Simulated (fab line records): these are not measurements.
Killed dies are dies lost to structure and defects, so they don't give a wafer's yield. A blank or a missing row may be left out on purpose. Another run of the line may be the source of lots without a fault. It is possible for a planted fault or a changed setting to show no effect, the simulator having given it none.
Split-lot study || flow n5_finfet || on a route of 1938 steps: 7 lots, 21 wafers read

== SPLIT DETAILS ==
At N5_SD_EPI_P_EPI_21 (deposits SiGe:B, time 355 s), the setting temp_c was moved away from the recipe's 550 C on 7 of the 21 wafers read, by -0.5% to +0.7%. For the rest of the wafers, this setting stayed at what the recipe calls for.

== FROM THE SPLIT TO THE READING: what the file shows between them, 6 steps ==
- N5_SD_EPI_P_EPI_MEAS_23
- N5_SD_EPI_P_HM_STRIP_48: strips SiNx in H3PO4, material SiNx, target depth 3 nm
- N5_SD_EPI_P_SRD_49: time 30 s
- N5_SD_EPI_P_PRECLEAN_24: cleans in O3/DIW, time 45 s
- N5_SD_ACTIVATION_RTA_00: time 0 s
- N5_SD_ACTIVATION_LSA_01: time 0.0008 s

== THE READING ==
RS_SD_P (ohm/sq), read at N5_SD_ACTIVATION_RS_MEAS_03 with a four-point probe. A value of 56.0 ohm/sq with a standard deviation of 0.7 ohm/sq is what fault-free wafers of this fab line usually give.

{"wafer": "L075.1", "tool, chamber at the split": "epi_rpcvd-01, 0", "temp_c as run, C": 550, "against the recipe": "recipe", "RS_SD_P, ohm/sq": 56.2, "against lot-mates on the recipe": "-"}
{"wafer": "L075.2", "tool, chamber at the split": "epi_rpcvd-01, 0", "temp_c as run, C": 550, "against the recipe": "recipe", "RS_SD_P, ohm/sq": 56.4, "against lot-mates on the recipe": "-"}
{"wafer": "L075.3", "tool, chamber at the split": "epi_rpcvd-01, 0", "temp_c as run, C": 550, "against the recipe": "recipe", "RS_SD_P, ohm/sq": 56.0, "against lot-mates on the recipe": "-"}
{"wafer": "L076.3", "tool, chamber at the split": "epi_rpcvd-02, 0", "temp_c as run, C": 553.8, "against the recipe": "+0.7%", "RS_SD_P, ohm/sq": 50.6, "against lot-mates on the recipe": -6.0}
{"wafer": "L076.4", "tool, chamber at the split": "epi_rpcvd-02, 0", "temp_c as run, C": 550, "against the recipe": "recipe", "RS_SD_P, ohm/sq": 56.6, "against lot-mates on the recipe": "-"}
{"wafer": "L076.6", "tool, chamber at the split": "epi_rpcvd-02, 0", "temp_c as run, C": 553.8, "against the recipe": "+0.7%", "RS_SD_P, ohm/sq": 50.5, "against lot-mates on the recipe": -6.1}
{"wafer": "L081.1", "tool, chamber at the split": "epi_rpcvd-01, 0", "temp_c as run, C": 550, "against the recipe": "recipe", "RS_SD_P, ohm/sq": 56.3, "against lot-mates on the recipe": "-"}
{"wafer": "L081.2", "tool, chamber at the split": "epi_rpcvd-01, 0", "temp_c as run, C": 548.8, "against the recipe": "-0.2%", "RS_SD_P, ohm/sq": 58.5, "against lot-mates on the recipe": "+2.2"}
{"wafer": "L081.3", "tool, chamber at the split": "epi_rpcvd-01, 0", "temp_c as run, C": 548.8, "against the recipe": "-0.2%", "RS_SD_P, ohm/sq": 57.6, "against lot-mates on the recipe": "+1.3"}
{"wafer": "L083.1", "tool, chamber at the split": "epi_rpcvd-02, 0", "temp_c as run, C": 552.1, "against the recipe": "+0.4%", "RS_SD_P, ohm/sq": 52.5, "against lot-mates on the recipe": -3.5}
{"wafer": "L083.2", "tool, chamber at the split": "epi_rpcvd-02, 0", "temp_c as run, C": 550, "against the recipe": "recipe", "RS_SD_P, ohm/sq": 55.6, "against lot-mates on the recipe": "-"}
{"wafer": "L083.3", "tool, chamber at the split": "epi_rpcvd-02, 0", "temp_c as run, C": 550, "against the recipe": "recipe", "RS_SD_P, ohm/sq": 56.3, "against lot-mates on the recipe": "-"}
{"wafer": "L086.3", "tool, chamber at the split": "epi_rpcvd-01, 0", "temp_c as run, C": 550, "against the recipe": "recipe", "RS_SD_P, ohm/sq": 55.4, "against lot-mates on the recipe": "-"}
{"wafer": "L086.4", "tool, chamber at the split": "epi_rpcvd-01, 0", "temp_c as run, C": 548.1, "against the recipe": "-0.3%", "RS_SD_P, ohm/sq": 59.0, "against lot-mates on the recipe": "+2.9"}
{"wafer": "L086.6", "tool, chamber at the split": "epi_rpcvd-01, 0", "temp_c as run, C": 550, "against the recipe": "recipe", "RS_SD_P, ohm/sq": 56.9, "against lot-mates on the recipe": "-"}
{"wafer": "L089.1", "tool, chamber at the split": "epi_rpcvd-04, 0", "temp_c as run, C": 550, "against the recipe": "recipe", "RS_SD_P, ohm/sq": 55.6, "against lot-mates on the recipe": "-"}
{"wafer": "L089.3", "tool, chamber at the split": "epi_rpcvd-04, 0", "temp_c as run, C": 550, "against the recipe": "recipe", "RS_SD_P, ohm/sq": 55.0, "against lot-mates on the recipe": "-"}
{"wafer": "L089.4", "tool, chamber at the split": "epi_rpcvd-04, 0", "temp_c as run, C": 550, "against the recipe": "recipe", "RS_SD_P, ohm/sq": 55.6, "against lot-mates on the recipe": "-"}
{"wafer": "L090.4", "tool, chamber at the split": "epi_rpcvd-02, 0", "temp_c as run, C": 550, "against the recipe": "recipe", "RS_SD_P, ohm/sq": 55.6, "against lot-mates on the recipe": "-"}
{"wafer": "L090.5", "tool, chamber at the split": "epi_rpcvd-02, 0", "temp_c as run, C": 550, "against the recipe": "recipe", "RS_SD_P, ohm/sq": 55.2, "against lot-mates on the recipe": "-"}
{"wafer": "L090.6", "tool, chamber at the split": "epi_rpcvd-02, 0", "temp_c as run, C": 547, "against the recipe": "-0.5%", "RS_SD_P, ohm/sq": 59.7, "against lot-mates on the recipe": "+4.3"}

THE FIT
A straight line over all 21 wafers: RS_SD_P changes by -7.93 ohm/sq for each +1% of temp_c; r = -0.97; the points scatter about the line by 0.53 ohm/sq.
The same after taking each lot's own level away (the mean of its wafers on the recipe; 21 wafers): -8.52 ohm/sq for each +1%; r = -0.99; scatter 0.35 ohm/sq.
The reading moves by 5.9 ohm/sq for the largest change in temp_c, on that fit.
The span of the lots' own levels, 55.40 to 56.60 ohm/sq, comes to 1.7 times the standard deviation stated above.
Hence the lot-to-lot level has little effect on the slope; both slopes agree.
Check: with one of the wafers moved furthest among these (+0.7%) left out of the fit, the line predicts -5.92 ohm/sq for it against its lot-mates. It came out at -6 ohm/sq against them.

== OTHER SPLITS APPLIED TO THESE WAFERS ==
These wafers also went through other splits before the reading. Each is held against what the fit with the lots' levels taken away leaves over:
{"other split on the same wafers": "N5_WELL_APT_PEB_06 peb_time_s", "wafers away from the commonest value": 8, "r with RS_SD_P (lot level and that fit taken away)": -0.04}
{"other split on the same wafers": "N5_FIN_SAQP_PEB_14 peb_time_s", "wafers away from the commonest value": 3, "r with RS_SD_P (lot level and that fit taken away)": "+0.06"}
{"other split on the same wafers": "N5_FIN_SAQP_DEVELOP_15 develop_time_s", "wafers away from the commonest value": 5, "r with RS_SD_P (lot level and that fit taken away)": -0.24}
{"other split on the same wafers": "N5_FIN_SAQP_FIN_ETCH_36 bias_w", "wafers away from the commonest value": 7, "r with RS_SD_P (lot level and that fit taken away)": -0.34}
{"other split on the same wafers": "N5_DUMMY_GATE_CVD_03 temp_c", "wafers away from the commonest value": 12, "r with RS_SD_P (lot level and that fit taken away)": -0.03}
{"other split on the same wafers": "N5_DUMMY_GATE_COAT_28 spin_rpm", "wafers away from the commonest value": 4, "r with RS_SD_P (lot level and that fit taken away)": "+0.19"}
{"other split on the same wafers": "N5_SD_EPI_N_ETCH_35 time_s", "wafers away from the commonest value": 6, "r with RS_SD_P (lot level and that fit taken away)": -0.07}

== THE WHOLE CHAIN: every reading that the file lists as answering this split, in the file's order ==
{"step": "N5_SD_EPI_P_EPI_21", "what it does": "deposits SiGe:B, time 355 s", "reading": "SiGe-B_of_SD_EPI_P_EPI_21.thk_nm (the simulator's own value, which no gauge read)", "change (the file's fit)": "+8.75 nm for each +1% of the setting", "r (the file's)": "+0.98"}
{"step": "N5_SD_EPI_P_EPI_MEAS_23", "what it does": "", "reading": "thk_nm", "change (the file's fit)": "withheld for each +1% of the setting", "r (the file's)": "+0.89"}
{"step": "N5_SD_EPI_P_HM_STRIP_48", "what it does": "strips SiNx in H3PO4, material SiNx, target depth 3 nm", "reading": "SiGe-B_of_SD_EPI_P_EPI_21.thk_nm (the simulator's own value, which no gauge read)", "change (the file's fit)": "+8.6 nm for each +1% of the setting", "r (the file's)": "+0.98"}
{"step": "N5_SD_ACTIVATION_RS_MEAS_03", "what it does": "measures by four-point-probe", "reading": "RS_SD_P", "change (the file's fit)": "-8.53 for each +1% of the setting", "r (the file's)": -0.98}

== FILE'S OWN FIT ==
RS_SD_P changes by -8.53 ohm/sq for each +1% of temp_c, r = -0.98.
